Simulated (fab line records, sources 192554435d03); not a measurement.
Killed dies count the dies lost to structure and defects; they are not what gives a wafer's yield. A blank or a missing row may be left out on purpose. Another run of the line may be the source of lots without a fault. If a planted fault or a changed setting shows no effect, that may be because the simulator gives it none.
fab line records	flow n5-finfet
[record] lots = 6	wafers = 18	last-day = 19
route steps=1938 shown FIN_SAQP@118
lots that met no fault: taken from a fault-free run of the same line
start-h: hours from the record's first day to the start of the lot's first wafer shown	wait-h: hours since the lot's step before	" as in the row above	L1.1+2: a row that stands for several wafers	- either no value or no given start	* or withheld: withheld	< > ~ a bound
route shown NAME@n: names a module that has steps shown in the file, with the first one's number in the route	usual: mean/standard deviation of fault-free wafers	same: alike in all rows	chamber/n: place in a boat	sites: each site's reading	_std_site: how widely they spread, as a standard deviation	_edge_site: the outer-site mean with the inner-site mean subtracted	radius-mm: for every site, how far away it sits from the centre of the wafer	mask NAME#n: copy n	behind: tool/chamber where the wafer was last shaped	hold: why the lot was held/for how many hours/how that ended	device: the n, p or np transistor that did not switch	end of line: the route-end tests of the same wafers	for a step that has no rows: nothing shown but its recipe	killed: dies lost to structure and defects at the first sort, not the wafer's yield	map: the dies of a wafer, with x for killed, . for not killed, _ for no die there
set.NAME: the run value of the setting; set.NAME@STEP: its run value at that earlier step	model.NAME: the simulator's own value behind a step, which no gauge read
a table for each step, a row for each wafer; lots at some steps of the route
services: the hour from which a tool's chamber was out of use, counted from the record's first day as start-h (under 0 if before that day), plus the number of hours and why
[[steps]]
[step N5_FIN_SAQP_HM_OPEN_73]
[recipe] chemistry = CHF3/O2	target = SiO2	stop-on = a-Si	target-depth-a = 120	over-etch-frac = 1.8	mask-material = SOC	time-s = 16.8	pressure-mtorr = 30	source-w = 650	bias-w = 170	Ar_flow_sccm = 200	CHF3_flow_sccm = 50	O2_flow_sccm = 5	ion-energy-ev = 200	ends = end-point
[step N5_FIN_SAQP_STRIP_74]
[recipe] chemistry = CHF3/O2	resist = SiARC	rf-frequency-hz = 6e+07
[step N5_FIN_SAQP_MANDREL_ETCH_22]
[recipe] target-depth-a = 600	chemistry = HBr/Cl2	target = a-Si	stop-on = SiNx	bt-time-s = 10	over-etch-frac = 0.5	time-s = 30	pressure-mtorr = 10	icp-w = 800	bias-w = 75	HBr_flow_sccm = 150	Cl2_flow_sccm = 80	ends = end-point
[usual] drypump-motor-current-A = 5.5/0.45	oes-product-au = 0.771/0.0099	throttle-valve-pct = 35.3/0.36
[same] over-etch-frac = 0.5
lot.wafer	tool	chamber	start-h	wait-h	drypump-motor-current-A	oes-product-au	rf-hours-counter-h	throttle-valve-pct
L517.1	rie-si-02	2	64.54	0.0	5.9	0.772	21	35.2
L517.2	"	3	"	"	5.4	0.772	23	34.9
L517.3	"	1	"	"	5.5	0.777	174	35.0
L521.3	rie-si-05	3	88.77	0.0	6.8	0.776	124	35.1
L521.4	"	1	"	"	5.9	0.761	9	35.3
L521.5	"	1	"	"	5.9	0.768	-	35.3
L526.3	rie-si-06	2	118.37	0.0	5.1	0.763	13	34.9
L526.5	"	2	"	"	5.0	0.770	-	34.9
L526.6	"	1	"	"	5.3	0.765	-	35.8
L529.3	rie-si-02	1	136.38	0.0	5.4	0.776	175	34.9
L529.5	"	1	"	"	5.5	0.783	-	34.9
L529.6	"	0	"	"	5.2	0.781	-	35.3
L532.1	rie-si-06	3	154.16	0.0	5.3	0.764	106	35.9
L532.4	"	3	"	"	5.2	0.784	-	35.8
L532.6	"	2	"	"	5.0	0.772	-	34.9
L533.1	rie-si-06	2	160.69	0.0	5.1	0.769	14	34.9
L533.3	"	1	"	"	5.3	0.776	133	35.8
L533.5	"	3	"	"	5.3	0.778	-	35.8
[step N5_FIN_SAQP_STRIP_55]
[recipe] chemistry = N2/H2	power-w = 500	temp-c = 40	pressure-mtorr = 50	rf-frequency-hz = 6e+07	overash-fraction = 0.3	bias-power-w = 28	h2-frac = 0.5	n2-flow-sccm = 300	h2-flow-sccm = 300
[step N5_FIN_SAQP_STRIP_23]
[recipe] chemistry = SPM	time-s = 750	temp-c = 130	h2so4-h2o2-vol-ratio = 4
[step N5_FIN_SAQP_SRD_66]
[recipe] dry = ipa-marangoni	time-s = 30	temp-c = 23	rinse-liquid = diw
[step N5_FIN_SAQP_RECESS_75]
[recipe] chemistry = HF/NH3	target = SiO2	target-depth-a = 144	afs-cycles = 3	temp-c = 30	sublimation-temp-c = 180	sublimation-time-s = 60
[step N5_FIN_SAQP_SPACER1_ALD_24]
[recipe] material = SiO2	target-thk-a = 203	temp-c = 300	ald-precursor-family = BDEAS	ald-co-reactant = O2-plasma	pulse-time-s = 1	purge-time-s = 2	co-reactant-purge-time-s = 2	ald-cycles = 218	pressure-torr = 2
[usual] heater-power-w = 447/25	precursor-pulse-height-rel = 0.999/0.021
lot.wafer	tool	chamber	start-h	wait-h	heater-power-w	precursor-pulse-height-rel
L517.1	ald-sin-04	1	65.89	0.6	459	0.998
L517.2	"	0	"	"	424	0.980
L517.3	"	2	"	"	421	0.993
L521.3	ald-sin-04	3	89.59	0.1	464	1.024
L521.4	"	1	"	"	444	1.006
L521.5	"	2	"	"	426	1.007
L526.3	ald-sin-04	3	120.13	1.1	457	0.995
L526.5	"	2	"	"	428	1.000
L526.6	"	3	"	"	462	1.016
L529.3	ald-sin-04	0	137.65	0.6	420	0.982
L529.5	"	2	"	"	428	1.007
L529.6	"	1	"	"	446	0.991
L532.1	ald-sin-03	1	155.01	0.3	464	0.988
L532.4	"	2	"	"	486	0.997
L532.6	"	1	"	"	450	0.988
L533.1	ald-sin-01	3	161.49	0.3	426	1.009
L533.3	"	2	"	"	473	0.980
L533.5	"	2	"	"	475	0.994
[step N5_FIN_SAQP_SPACER1_ETCHBACK_25]
[recipe] chemistry = CHF3/O2	mode = anisotropic-etchback	target = SiO2	target-depth-a = 244	time-s = 12.2	pressure-mtorr = 30	source-w = 650	bias-w = 170	Ar_flow_sccm = 200	CHF3_flow_sccm = 50	O2_flow_sccm = 5	ion-energy-ev = 200
[step N5_FIN_SAQP_MANDREL1_REMOVE_56]
[recipe] chemistry = HBr/Cl2/O2	bt-time-s = 10	target = a-Si	stop-on = SiNx	endpoint = OES-SiCl	over-etch-frac = 1	icp-w = 600	bias-w = 22	HBr_flow_sccm = 150	Cl2_flow_sccm = 80	O2_flow_sccm = 5	pressure-mtorr = 10
[usual] drypump-motor-current-A = 5.6/0.47	oes-product-au = 1.005/0.01	throttle-valve-pct = 36.6/0.37
[same] over-etch-frac = 1
lot.wafer	tool	chamber	start-h	wait-h	drypump-motor-current-A	oes-product-au	rf-hours-counter-h	throttle-valve-pct
L517.1	rie-si-02	0	66.69	0.1	5.2	1.011	23	36.6
L517.2	"	1	"	"	5.5	1.024	174	36.3
L517.3	"	3	"	"	5.4	1.005	23	36.2
L521.3	rie-si-06	2	90.40	0.1	5.0	1.013	12	36.2
L521.4	"	2	"	"	5.1	1.000	-	36.2
L521.5	"	1	"	"	5.3	1.015	-	37.2
L526.3	rie-si-06	1	120.94	0.1	5.3	0.993	132	37.2
L526.5	"	1	"	"	5.3	1.019	-	37.2
L526.6	"	3	"	"	5.3	1.003	-	37.2
L529.3	rie-si-05	3	138.45	0.1	6.8	1.019	125	36.4
L529.5	"	2	"	"	6.2	0.992	-	36.7
L529.6	"	3	"	"	6.8	1.021	-	36.4
L532.1	rie-si-02	0	156.03	0.1	5.2	1.012	24	36.6
L532.4	"	3	"	"	5.4	1.004	24	36.2
L532.6	"	2	"	"	5.9	1.004	-	36.6
L533.1	rie-si-02	2	162.36	0.1	5.9	1.000	23	36.6
L533.3	"	3	"	"	5.4	1.010	24	36.2
L533.5	"	2	"	"	5.9	0.996	-	36.6
[step N5_FIN_SAQP_CD_MEAS_27]
[recipe] target-cd-nm = 20	landing-energy-ev = 1000	detector = se-inlens	polarity = line
[usual] cd-nm = 20.29/0.26
[same] landing-energy-ev = 1000
lot.wafer	tool	chamber	start-h	wait-h	cd-nm
L517.1	cd-sem-03	0	66.80	0.1	20.37
L517.2	"	0	"	"	20.25
L517.3	"	0	"	"	19.97
L521.3	cd-sem-01	0	90.52	0.1	20.31
L521.4	"	0	"	"	20.66
L521.5	"	0	"	"	20.69
L526.3	cd-sem-03	0	121.06	0.1	20.25
L526.5	"	0	"	"	20.27
L526.6	"	0	"	"	20.24
L529.3	cd-sem-03	0	138.57	0.1	20.38
L529.5	"	0	"	"	20.28
L529.6	"	0	"	"	20.30
L532.1	cd-sem-02	0	156.14	0.1	19.69
L532.4	"	0	"	"	20.18
L532.6	"	0	"	"	20.30
L533.1	cd-sem-01	0	162.47	0.1	20.37
L533.3	"	0	"	"	20.38
L533.5	"	0	"	"	20.04
[step N5_FIN_SAQP_ETCH_57]
[recipe] chemistry = CH3F/O2	target = SiNx	mask-material = SiO2	target-depth-a = 325	time-s = 46.4	pressure-mtorr = 30	source-w = 395	bias-w = 73	Ar_flow_sccm = 150	CH3F_flow_sccm = 30	O2_flow_sccm = 20	ion-energy-ev = 120	ends = cleared
[usual] drypump-motor-current-A = 5.52/0.3	etch-rf-on-time-s = 46.8/1.2	oes-product-au = 0.65/0.071	rf-vpp-V = 293/4.5	showerhead-plenum-p-Torr = 2.00/0.066	throttle-valve-pct = 16.32/0.19
lot.wafer	tool	chamber	start-h	wait-h	drypump-motor-current-A	etch-rf-on-time-s	oes-product-au	rf-hours-counter-h	rf-vpp-V	showerhead-plenum-p-Torr	throttle-valve-pct
L517.1	rie-diel-04	2	66.85	0.0	5.40	47.1	0.60	211	295	1.98	16.22
L517.2	"	0	"	"	5.50	47.2	0.63	179	291	2.00	16.28
L517.3	"	1	"	"	5.90	46.7	0.64	171	297	1.92	16.33
L521.3	rie-diel-04	3	90.56	0.0	5.23	46.1	0.66	143	297	1.99	16.22
L521.4	"	0	"	"	5.56	47.4	0.62	188	289	1.99	16.27
L521.5	"	1	"	"	5.91	46.5	0.64	-	297	1.92	16.36
L526.3	rie-diel-01	0	121.11	0.1	5.34	47.4	0.62	183	296	2.07	16.31
L526.5	"	1	"	"	5.65	47.3	0.60	-	301	1.90	16.30
L526.6	"	2	"	"	5.79	47.7	0.64	-	294	1.91	16.46
L529.3	rie-diel-03	2	138.61	0.0	4.93	45.4	0.82	6	291	2.15	16.30
L529.5	"	2	"	"	4.93	44.9	0.82	-	293	2.15	16.30
L529.6	"	1	"	"	5.83	46.8	0.58	-	294	2.08	16.64
L532.1	rie-diel-04	1	156.34	0.2	5.92	46.1	0.62	200	297	1.91	16.39
L532.4	"	0	"	"	5.53	48.6	0.62	208	292	1.99	16.32
L532.6	"	0	"	"	5.50	47.8	0.61	-	290	1.99	16.33
L533.1	rie-diel-03	3	162.55	0.1	5.42	45.1	0.73	48	284	2.02	16.19
L533.3	"	1	"	"	5.85	47.0	0.58	231	294	2.07	16.63
L533.5	"	0	"	"	5.82	47.1	0.81	-	298	2.05	15.75
[step N5_FIN_SAQP_ETCH_65]
[recipe] chemistry = CF4	target = SiO2	target-depth-a = 40	ion-energy-ev = 350	time-s = 4.4	pressure-mtorr = 10	icp-w = 800	bias-w = 400	cf4-flow-sccm = 80
[usual] drypump-motor-current-A = 5.5/0.43	oes-product-au = 1.007/0.014	throttle-valve-pct = 21.70/0.26
lot.wafer	tool	chamber	start-h	wait-h	drypump-motor-current-A	oes-product-au	rf-hours-counter-h	throttle-valve-pct	model.etch.depth-nm
L517.1	rie-si-05	3	66.96	0.1	6.7	1.013	124	21.45	3.928
L517.2	"	2	"	"	6.2	0.988	41	21.67	3.924
L517.3	"	0	"	"	5.3	1.012	95	21.40	4.056
L521.3	rie-si-02	1	90.67	0.1	5.5	1.035	174	21.65	4.139
L521.4	"	0	"	"	5.2	0.996	23	21.71	3.956
L521.5	"	0	"	"	5.2	0.989	-	21.69	3.899
L526.3	rie-si-02	2	121.22	0.1	5.9	1.013	22	21.55	3.96
L526.5	"	1	"	"	5.5	1.052	-	21.65	4.706
L526.6	"	2	"	"	5.9	1.012	-	21.56	3.961
L529.3	rie-si-02	1	138.72	0.1	5.5	1.042	175	21.65	4.643
L529.5	"	2	"	"	5.9	1.001	-	21.56	3.923
L529.6	"	3	"	"	5.4	1.011	-	21.65	3.979
L532.1	rie-si-06	2	156.44	0.1	5.1	1.020	14	21.32	4.114
L532.4	"	1	"	"	5.3	1.003	-	21.92	4.07
L532.6	"	3	"	"	5.3	1.000	-	22.16	3.975
L533.1	rie-si-06	3	162.66	0.1	5.3	1.008	106	22.16	4.029
L533.3	"	1	"	"	5.3	1.012	133	21.94	4.113
L533.5	"	1	"	"	5.3	1.015	-	21.93	4.118
[step N5_FIN_SAQP_MANDREL_ETCH_58]
[recipe] chemistry = HBr/Cl2	target = a-Si	target-depth-a = 450	bt-time-s = 10	stop-on = SiNx	mask-material = SiO2	over-etch-frac = 0.8	time-s = 27	pressure-mtorr = 10	icp-w = 800	bias-w = 75	HBr_flow_sccm = 150	Cl2_flow_sccm = 80	ends = end-point
[usual] drypump-motor-current-A = 5.5/0.43	oes-product-au = 0.700/0.0084	throttle-valve-pct = 35.5/0.38
[same] over-etch-frac = 0.8
lot.wafer	tool	chamber	start-h	wait-h	drypump-motor-current-A	oes-product-au	rf-hours-counter-h	throttle-valve-pct
L517.1	rie-si-05	3	66.99	0.0	6.8	0.715	124	35.3
L517.2	"	2	"	"	6.2	0.705	41	35.6
L517.3	"	0	"	"	5.2	0.695	95	35.1
L521.3	rie-si-02	1	90.70	0.0	5.5	0.710	174	35.1
L521.4	"	0	"	"	5.2	0.702	23	35.5
L521.5	"	0	"	"	5.2	0.701	-	35.5
L526.3	rie-si-02	2	121.25	0.0	5.9	0.703	22	35.4
L526.5	"	1	"	"	5.5	0.711	-	35.2
L526.6	"	2	"	"	5.9	0.709	-	35.4
L529.3	rie-si-02	1	138.75	0.0	5.5	0.718	175	35.1
L529.5	"	2	"	"	5.9	0.713	-	35.4
L529.6	"	3	"	"	5.4	0.709	-	35.1
L532.1	rie-si-06	2	156.48	0.0	5.0	0.698	14	35.1
L532.4	"	1	"	"	5.3	0.702	-	36.0
L532.6	"	3	"	"	5.3	0.702	-	36.0
L533.1	rie-si-06	3	162.69	0.0	5.3	0.702	106	36.1
L533.3	"	1	"	"	5.3	0.691	133	36.0
L533.5	"	1	"	"	5.3	0.690	-	36.0
[[services]]
tool	chamber	start-h	hours	kind
rie-diel-04	-	48.86	2.8	pm
rie-si-05	2	52.13	2.3	repair
rie-diel-04	0	55.90	3.5	repair
rie-diel-01	-	59.04	2.4	repair
rie-si-05	-	59.63	0.4	repair
ald-sin-04	3	64.33	5.4	repair
rie-si-05	0	69.78	14.4	repair
rie-diel-01	3	71.90	8.0	repair
rie-si-06	0	82.82	81.4	repair
ald-sin-03	-	96.05	0.8	pm
rie-diel-01	1	97.91	3.7	repair
rie-diel-03	2	100.81	-	clean
rie-diel-03	2	100.81	-	consumable-replace:focus-ring
rie-diel-03	2	100.81	-	consumable-replace:showerhead
rie-diel-03	2	100.81	25.0	scheduled-down
rie-diel-03	2	100.81	25.0	vent-cycle
rie-si-02	0	102.44	4.2	repair
rie-si-05	2	111.77	4.0	repair
ald-sin-01	-	121.04	14.6	pm
rie-diel-01	0	130.07	9.3	repair
rie-diel-01	-	130.59	0.9	repair
rie-si-05	-	135.20	2.8	pm
rie-si-02	1	146.42	1.5	repair
rie-diel-03	-	149.57	2.8	pm
[[key]]
first-sign none at tools or gauges
[model-effect] step = N5_FIN_SAQP_ETCH_65	value = etch.depth-nm	without = 4.145	struck = 4.675
met-at N5_FIN_SAQP_ETCH_65
struck-wafers L526.5,L529.3
tester-left-out L526,L529
onset-between 90.67 121.22
[fault] kind = process-parameter-drift	tool = rie-si-02	chamber = 1	onset-h = 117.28	steps = N5_FIN_SAQP_ETCH_65	channel = time-s	offset = *	shape = step	end-h = 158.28	acts-in = *	stated = *
// tester-left-out: of these lots the tester's yield and bins aren't shown, on N5 and GAA mostly nor the transistor test; their killed dies are dies lost to structure and defects alone, not to doping, threshold or leakage, so they don't give the yield
